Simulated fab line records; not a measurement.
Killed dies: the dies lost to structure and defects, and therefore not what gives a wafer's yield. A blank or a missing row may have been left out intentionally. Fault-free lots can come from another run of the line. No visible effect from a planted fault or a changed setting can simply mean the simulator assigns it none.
Chamber matching / flow nand harc / 3 sister chambers for NHARC_P_ZERO_WELL_ETCH_65 on rie diel-10
The step etches the open film in N2/H2, target depth 80 nm, overetch 24 nm, time 87.88 s. 6 wafers are shown with their chamber, then 6 later ones without.

## WAFERS WITH THEIR CHAMBER
wafer=L989.2; chamber=0; drypump motor current A (A)=5.4; rf vpp V (V)=430.4
wafer=L995.4; chamber=2; drypump motor current A (A)=5.6; rf vpp V (V)=434.2
wafer=L996.3; chamber=2; drypump motor current A (A)=5.6; rf vpp V (V)=436.5
wafer=L996.6; chamber=1; drypump motor current A (A)=5.3; rf vpp V (V)=431.7
wafer=L998.3; chamber=0; drypump motor current A (A)=5.4; rf vpp V (V)=428.0
wafer=L998.5; chamber=1; drypump motor current A (A)=5.2; rf vpp V (V)=430.9

## WAFERS WITHOUT THEIR CHAMBER
wafer=L998.6; drypump motor current A (A)=5.4; rf vpp V (V)=426.4
wafer=L101.4; drypump motor current A (A)=5.3; rf vpp V (V)=433.0
wafer=L101.5; drypump motor current A (A)=5.6; rf vpp V (V)=435.1
wafer=L110.2; drypump motor current A (A)=5.2; rf vpp V (V)=432.1
wafer=L110.3; drypump motor current A (A)=5.4; rf vpp V (V)=428.3
wafer=L110.4; drypump motor current A (A)=5.6; rf vpp V (V)=434.0

## EACH ONE'S CHAMBER
wafer=L998.6; from the rows above=0; in truth=0
wafer=L101.4; from the rows above=can't be placed: 1 or 0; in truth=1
wafer=L101.5; from the rows above=2; in truth=2
wafer=L110.2; from the rows above=1; in truth=1
wafer=L110.3; from the rows above=0; in truth=0
wafer=L110.4; from the rows above=2; in truth=2
Placed correctly: 5 of 6. These rows do not allow placing 1 (true chamber among the candidates in 1). 0 placed wrongly.
How it was worked out, from the rows above alone: a wafer's distance from a chamber is the root of the sum, over the readings, of the square of ((its reading less the chamber's mean) divided by the reading's scatter). The wafer belongs to the nearest chamber; if the next one is less than 2 further off, it can't be placed. Each chamber's mean is taken over the wafers shown for it. The scatter: take each reading less its chamber's mean, square it, sum over the shown wafers, divide by the number of wafers less the number of chambers, and take the root.
